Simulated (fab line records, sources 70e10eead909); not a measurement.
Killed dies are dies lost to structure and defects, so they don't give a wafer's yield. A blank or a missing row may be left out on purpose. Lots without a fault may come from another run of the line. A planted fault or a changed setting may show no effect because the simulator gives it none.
fab line records | flow nand_harc
record lots=6 wafers=18 last_day=25
route steps=1159 shown A_M1@1036
lots that met no fault: from a run of the same line without faults
start_h: hours from the record's first day to the start of the lot's first wafer shown | wait_h: hours since the lot's step before | " the same as in the row above | L1.1+2: a row that stands for several wafers | - no value, or no start given | * or withheld: withheld | < > ~ a bound
route shown NAME@n: a module of which the file shows steps, and the number in the route of the first | usual: mean/standard deviation of fault-free wafers | same: alike in all rows | chamber/n: place in a boat | sites: the reading at each site | _std_site: their standard deviation | _edge_site: outer sites' mean less inner sites' | radius_mm: how far each site lies from the wafer's centre | mask NAME#n: copy n | behind: the tool/chamber that last shaped the wafer | hold: why the lot was held/for how many hours/how that ended | device: the transistor (n, p or np) that didn't switch | end of line: the same wafers' tests at the end of the route | a step without rows: its recipe alone | killed: dies lost to structure and defects at the first sort, not the wafer's yield | map: a wafer's dies, x killed, . not, _ none there
set.NAME: the setting as run; set.NAME@STEP: as run at that earlier step | model.NAME: the simulator's own value behind a step, which no gauge read
lots at some steps of the route; a table a step, a row a wafer
services: from which hour (start_h, from the record's first day; less than 0 if before it) a tool's chamber was out of use, for how many hours, and why
## steps
# step NHARC_A_M1_CD_MEAS_09
# recipe target_cd_nm=120 landing_energy_ev=500
# usual cd_nm=119.8/0.65
# columns lot.wafer tool chamber start_h wait_h cd_nm
L238.4 cd_sem-02 0 415.85 - 119.8
L238.5 " 0 " " 119.8
L238.6 " 0 " " 118.6
L235.1 cd_sem-01 0 416.57 - 119.8
L235.3 " 0 " " 120.3
L235.4 " 0 " " 120.1
L249.2 cd_sem-03 0 471.99 - 119.8
L249.3 " 0 " " 120.9
L249.4 " 0 " " 120.4
L246.1 cd_sem-01 0 472.33 - 120.4
L246.2 " 0 " " 120.4
L246.3 " 0 " " 121.0
L252.3 cd_sem-02 0 507.53 - 119.3
L252.4 " 0 " " 118.5
L252.6 " 0 " " 118.9
L255.1 cd_sem-01 0 525.55 - 120.3
L255.2 " 0 " " 120.1
L255.6 " 0 " " 120.1
# step NHARC_A_M1_OVL_MEAS_10
# recipe pitch_nm=240
# usual overlay_x_nm=-0.1/0.8 overlay_y_nm=0.0/0.81
# columns lot.wafer tool chamber start_h wait_h overlay_x_nm overlay_y_nm
L238.4 overlay-01 - 415.93 - 0.5 0.5
L238.5 " - " " 0.0 0.0
L238.6 " - " " -0.3 -0.4
L235.1 overlay-01 - 416.66 - 0.1 0.1
L235.3 " - " " 0.2 -0.3
L235.4 " - " " 0.2 -0.7
L249.2 overlay-02 - 472.08 - 0.0 -0.8
L249.3 " - " " 0.1 -0.3
L249.4 " - " " 0.7 -0.5
L246.1 overlay-02 - 472.42 - 0.3 0.2
L246.2 " - " " 0.0 0.4
L246.3 " - " " 0.7 0.4
L252.3 overlay-01 - 507.61 - 0.9 0.1
L252.4 " - " " 0.1 0.2
L252.6 " - " " 0.8 0.0
L255.1 overlay-02 - 525.64 - -0.2 0.8
L255.2 " - " " -0.7 0.9
L255.6 " - " " -0.5 1.3
# step NHARC_A_M1_INSPECT_11
# usual raw_defect_count=34/15
# columns lot.wafer tool chamber start_h wait_h raw_defect_count
L238.4 defect_inspect-01 - 415.97 0.0 6
L238.5 " - " " 9
L238.6 " - " " 6
L235.1 defect_inspect-01 - 416.69 0.0 34
L235.3 " - " " 37
L235.4 " - " " 36
L249.2 defect_inspect-02 - 472.11 0.0 38
L249.3 " - " " 33
L249.4 " - " " 22
L246.1 defect_inspect-02 - 472.46 0.0 50
L246.2 " - " " 49
L246.3 " - " " 53
L252.3 defect_inspect-02 - 507.65 0.0 29
L252.4 " - " " 28
L252.6 " - " " 34
L255.1 defect_inspect-02 - 525.68 0.0 45
L255.2 " - " " 34
L255.6 " - " " 37
# step NHARC_A_M1_DESCUM_14
# recipe time_s=3 o2_flow_sccm=200 ar_flow_sccm=0 bias_power_w=0 chemistry=O2
# usual drypump_motor_current_A=5.7/0.4 oes_product_au=1.003/0.0082 rf_vpp_V=57.8/0.9 showerhead_plenum_p_Torr=1.91/0.077 throttle_valve_pct=11.311/0.0095
# columns lot.wafer tool chamber start_h wait_h drypump_motor_current_A oes_product_au rf_hours_counter_h rf_vpp_V showerhead_plenum_p_Torr throttle_valve_pct
L238.6 rie_diel-03 0 416.06 0.1 5.1 1.001 - 56.8 1.84 11.310
L238.4 " 1 " " 6.0 0.996 - 56.5 1.78 11.294
L238.5 " 2 " " 5.4 1.002 - 58.3 2.01 11.311
L235.1 rie_diel-03 0 416.75 0.1 5.1 0.995 1 57.0 1.84 11.333
L235.3 " 2 " " 5.4 0.998 2 59.0 2.01 11.302
L235.4 " 0 " " 5.1 0.989 - 57.8 1.84 11.312
L249.4 rie_diel-08 3 472.17 0.1 6.5 1.006 9 56.5 1.86 11.311
L249.2 " 0 " " 5.7 1.004 10 57.3 1.97 11.305
L249.3 " 2 " " 5.6 0.999 9 58.9 1.92 11.305
L246.2 rie_diel-08 1 472.53 0.1 5.4 0.997 10 58.2 1.85 11.302
L246.3 " 2 " " 5.6 1.008 10 57.5 1.92 11.320
L246.1 " 3 " " 6.5 1.008 9 57.4 1.86 11.303
L252.4 rie_diel-03 3 507.72 0.1 5.6 0.995 9 57.6 2.00 11.319
L252.3 " 1 " " 6.0 0.998 10 56.7 1.78 11.327
L252.6 " 3 " " 5.6 0.990 - 57.7 2.00 11.324
L255.2 rie_diel-04 2 525.75 0.1 5.8 0.999 1 57.7 2.00 11.304
L255.1 " 0 " " 5.2 1.016 1 57.4 1.79 11.314
L255.6 " 1 " " 6.4 1.014 - 59.3 1.95 11.318
# step NHARC_A_M1_ETCH_35
# recipe target_depth_a=400 overetch_a=120 time_s=43.94 ion_energy_ev=200 n2_flow_sccm=150 h2_flow_sccm=150 ar_flow_sccm=0 rf_w=400 bias_w=150 chemistry=N2/H2
# usual drypump_motor_current_A=5.7/0.42 oes_product_au=1.003/0.0084 rf_vpp_V=430.3/2.6 showerhead_plenum_p_Torr=2.03/0.085 throttle_valve_pct=14.172/0.0092
# columns lot.wafer tool chamber start_h wait_h drypump_motor_current_A oes_product_au rf_hours_counter_h rf_vpp_V showerhead_plenum_p_Torr throttle_valve_pct
L238.4 rie_diel-03 0 416.15 0.1 5.1 0.992 - 427.9 1.96 14.200
L238.5 " 1 " " 6.0 0.985 - 427.1 1.89 14.181
L238.6 " 2 " " 5.4 0.995 - 433.2 2.14 14.165
L235.1 rie_diel-03 0 416.86 0.1 5.1 0.999 1 429.8 1.96 14.168
L235.3 " 1 " " 6.0 0.990 1 427.1 1.89 14.173
L235.4 " 2 " " 5.5 0.993 - 432.6 2.14 14.164
L249.3 rie_diel-08 2 472.26 0.1 5.6 1.002 9 430.9 2.04 14.183
L249.2 " 3 " " 6.5 1.012 9 430.2 1.98 14.168
L249.4 " 1 " " 5.3 1.004 10 428.6 1.97 14.177
L246.2 rie_diel-08 3 472.61 0.1 6.5 1.017 9 430.2 1.98 14.162
L246.3 " 0 " " 5.7 1.003 10 431.8 2.10 14.172
L246.1 " 2 " " 5.6 1.004 10 429.9 2.04 14.181
L252.4 rie_diel-03 2 507.80 0.1 5.4 1.002 10 433.6 2.14 14.171
L252.3 " 3 " " 5.6 0.997 9 434.1 2.13 14.181
L252.6 " 1 " " 6.0 1.009 - 425.5 1.89 14.186
L255.2 rie_diel-04 2 525.83 0.1 5.8 1.001 1 433.2 2.14 14.162
L255.1 " 3 " " 5.4 1.004 1 430.4 2.04 14.166
L255.6 " 1 " " 6.3 1.009 - 429.7 2.08 14.183
# step NHARC_A_M1_ETCH_15
# recipe target_depth_a=1825 time_s=91.2 c4f8_flow_sccm=withheld ar_flow_sccm=400 rf_w=600 bias_w=300 chemistry=C4F8/Ar
# step NHARC_A_M1_CD_MEAS_16
# usual cd_nm=119.6/0.86
# columns lot.wafer tool chamber start_h wait_h cd_nm
L238.4 cd_sem-03 - 416.38 - 120.1
L238.5 " - " " 119.7
L238.6 " - " " 117.8
L235.1 cd_sem-03 - 417.10 - 119.5
L235.3 " - " " 120.1
L235.4 " - " " 119.0
L249.2 cd_sem-03 - 472.49 - 119.6
L249.3 " - " " 119.8
L249.4 " - " " 120.7
L246.1 cd_sem-03 - 472.82 - 119.6
L246.2 " - " " 119.8
L246.3 " - " " 121.0
L252.3 cd_sem-01 - 508.02 - 119.7
L252.4 " - " " 118.2
L252.6 " - " " 118.6
L255.1 cd_sem-01 - 526.04 - 119.6
L255.2 " - " " 120.1
L255.6 " - " " 120.2
# step NHARC_A_M1_STRIP_18
# recipe power_w=1000 n2_flow_sccm=150 h2_flow_sccm=150 ar_flow_sccm=0 bias_w=0 chemistry=N2/H2
# usual drypump_motor_current_A=5.7/0.41 oes_product_au=1.003/0.0087 rf_vpp_V=90.6/0.93 showerhead_plenum_p_Torr=2.03/0.081 throttle_valve_pct=14.171/0.0094
# columns lot.wafer tool chamber start_h wait_h drypump_motor_current_A oes_product_au rf_hours_counter_h rf_vpp_V showerhead_plenum_p_Torr throttle_valve_pct
L238.4 rie_diel-04 0 416.53 0.1 5.2 1.000 3 89.8 1.91 14.167
L238.6 " 1 " " 6.3 0.999 - 90.7 2.08 14.158
L238.5 " 2 " " 5.8 0.999 - 90.4 2.14 14.162
L235.1 rie_diel-04 0 417.18 0.1 5.2 1.008 3 90.6 1.91 14.159
L235.3 " 1 " " 6.3 1.008 3 90.9 2.08 14.164
L235.4 " 2 " " 5.8 1.003 3 90.2 2.14 14.171
L249.4 rie_diel-03 2 472.59 0.1 5.4 1.000 6 92.3 2.14 14.184
L249.3 " 3 " " 5.6 1.000 5 90.8 2.14 14.171
L249.2 " 0 " " 5.1 0.987 6 89.8 1.96 14.160
L246.3 rie_diel-03 2 472.90 0.1 5.4 0.995 6 92.6 2.14 14.165
L246.1 " 0 " " 5.1 0.988 6 91.0 1.96 14.169
L246.2 " 1 " " 6.0 0.997 6 90.5 1.89 14.181
L252.3 rie_diel-04 3 508.09 0.1 5.5 1.002 1 90.2 2.04 14.171
L252.4 " 1 " " 6.3 1.004 1 90.4 2.08 14.176
L252.6 " 3 " " 5.5 0.995 - 91.3 2.04 14.157
L255.1 rie_diel-08 1 526.12 0.1 5.3 1.010 3 90.6 1.97 14.168
L255.2 " 2 " " 5.6 1.009 3 89.8 2.04 14.160
L255.6 " 2 " " 5.6 1.010 - 89.7 2.04 14.171
# step NHARC_A_M1_ETCH_28
# recipe target_depth_a=300 over_etch_frac=0.3 time_s=72.99 ion_energy_ev=150 cf4_flow_sccm=50 n2_flow_sccm=100 ar_flow_sccm=150 rf_w=300 bias_w=100 chemistry=CF4/N2
# step NHARC_A_M1_STRIP_19
# recipe time_s=600 temp_c=30 chemistry=post_etch_residue_remover
# step NHARC_A_M1_DEGAS_29
# recipe temp_c=250 time_s=60
# usual heater_power_w=345/49
# columns lot.wafer tool chamber start_h wait_h heater_power_w
L238.4 pvd_sputter-02 - 417.13 - 312
L238.5 " - " " 325
L238.6 " - " " 447
L235.1 pvd_sputter-02 - 417.83 - 304
L235.4 " - " " 269
L235.3 " - " " 449
L249.2 pvd_sputter-02 - 473.20 - 466
L249.3 " - " " 303
L249.4 " - " " 329
L246.1 pvd_sputter-01 - 473.60 - 325
L246.3 " - " " 364
L246.2 " - " " 337
L252.3 pvd_sputter-03 - 508.73 - 346
L252.4 " - " " 358
L252.6 " - " " 400
L255.2 pvd_sputter-03 - 526.77 - 370
L255.1 " - " " 357
L255.6 " - " " 402
# step NHARC_A_M1_PRE_CLEAN_30
# recipe time_s=30 temp_c=280 gas=H2/He
# usual heater_power_w=423/59
# columns lot.wafer tool chamber start_h wait_h heater_power_w
L238.4 pvd_sputter-02 - - - 560
L238.5 " - " " 325
L238.6 " - " " 404
L235.4 pvd_sputter-02 - - - 544
L235.1 " - " " 316
L235.3 " - " " 410
L249.4 pvd_sputter-02 - - - 379
L249.3 " - " " 327
L249.2 " - " " 405
L246.2 pvd_sputter-01 - - - 397
L246.3 " - " " 398
L246.1 " - " " 440
L252.3 pvd_sputter-03 - - - 496
L252.4 " - " " 424
L252.6 " - " " 444
L255.1 pvd_sputter-03 - - - 410
L255.2 " - " " 433
L255.6 " - " " 487
# step NHARC_A_M1_PVD_20
# recipe target_thk_a=50 bias_v=168.6 power_w=15000 chamber_pressure_pa=0.12 time_s=8.06 substrate_temp_c=50 material=TaN
# usual bias_v=168.5/1.7 cathode_dc_power_W=15000/2.9 throttle_valve_pct=29.7/0.9
# columns lot.wafer tool chamber start_h wait_h bias_v cathode_dc_power_W throttle_valve_pct
L238.4 pvd_sputter-02 - 417.25 - 166.4 14998 31.0
L238.5 " - " " 170.0 15001 30.6
L238.6 " - " " 165.2 15001 30.7
L235.4 pvd_sputter-02 - 417.94 - 166.3 15002 30.8
L235.1 " - " " 170.8 15000 30.8
L235.3 " - " " 167.4 14997 30.6
L249.2 pvd_sputter-02 - 473.33 - - - -
L249.3 " - " " - - -
L249.4 " - " " - - -
L246.2 pvd_sputter-01 - 473.71 - - - -
L246.3 " - " " - - -
L246.1 " - " " - - -
L252.4 pvd_sputter-03 - 508.86 - 171.1 15002 29.1
L252.3 " - " " 168.0 15004 29.5
L252.6 " - " " 167.9 14999 30.7
L255.1 pvd_sputter-03 - 526.90 - 168.5 14995 31.0
L255.2 " - " " 166.6 15002 29.2
L255.6 " - " " 167.8 15004 30.7
# step NHARC_A_M1_PVD_21
# recipe target_thk_a=300 chamber_pressure_pa=5 power_w=5000 substrate_temp_c=30 time_s=20.49 material=Cu
## services
# columns tool chamber start_h hours kind
rie_diel-03 - 392.33 9.0 pm
rie_diel-03 0 392.33 9.0 vent_cycle
rie_diel-03 1 392.33 9.0 vent_cycle
rie_diel-03 2 392.33 9.0 vent_cycle
rie_diel-03 3 392.33 9.0 vent_cycle
rie_diel-03 0 401.33 - clean
rie_diel-03 1 401.33 - clean
rie_diel-03 2 401.33 - clean
rie_diel-03 3 401.33 - clean
rie_diel-04 - 404.41 1.9 repair
rie_diel-08 2 405.79 2.6 repair
rie_diel-03 3 413.84 12.4 repair
rie_diel-03 0 425.83 - clean
rie_diel-04 1 430.49 14.9 repair
rie_diel-03 1 445.34 1.4 repair
pvd_sputter-03 - 458.04 10.0 pm
rie_diel-04 2 458.16 1.5 repair
rie_diel-04 - 465.90 9.0 pm
pvd_sputter-02 - 473.60 1.8 repair
rie_diel-08 - 478.92 9.0 pm
rie_diel-03 0 494.59 11.4 repair
rie_diel-08 - 500.66 4.3 repair
pvd_sputter-01 - 514.00 10.0 pm
rie_diel-03 2 518.88 11.1 repair
## key
first_sign step=NHARC_A_M1_PVD_20 reading=tool_record direction=missing
effect none on later readings
met_at NHARC_A_M1_PVD_20
struck_wafers L246.1,L246.2,L246.3,L249.2,L249.3,L249.4
later_rows_left_out L246.1,L246.2,L246.3,L249.2,L249.3,L249.4
sort_left_out L246.1,L246.2,L246.3,L249.2,L249.3,L249.4
onset_between 417.94 473.33
fault kind=skipped_step_whole tool=pvd_sputter-01,pvd_sputter-02 chamber=- onset_h=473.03 steps=NHARC_A_M1_PVD_20 scope=struck_lots_only
# sort_left_out: the simulated sort isn't trusted on such a fault, so these wafers' sort isn't shown, and their yield isn't known
# later_rows_left_out: the simulator's readings of these wafers behind a module that went badly wrong aren't trusted and aren't shown, but for the sort
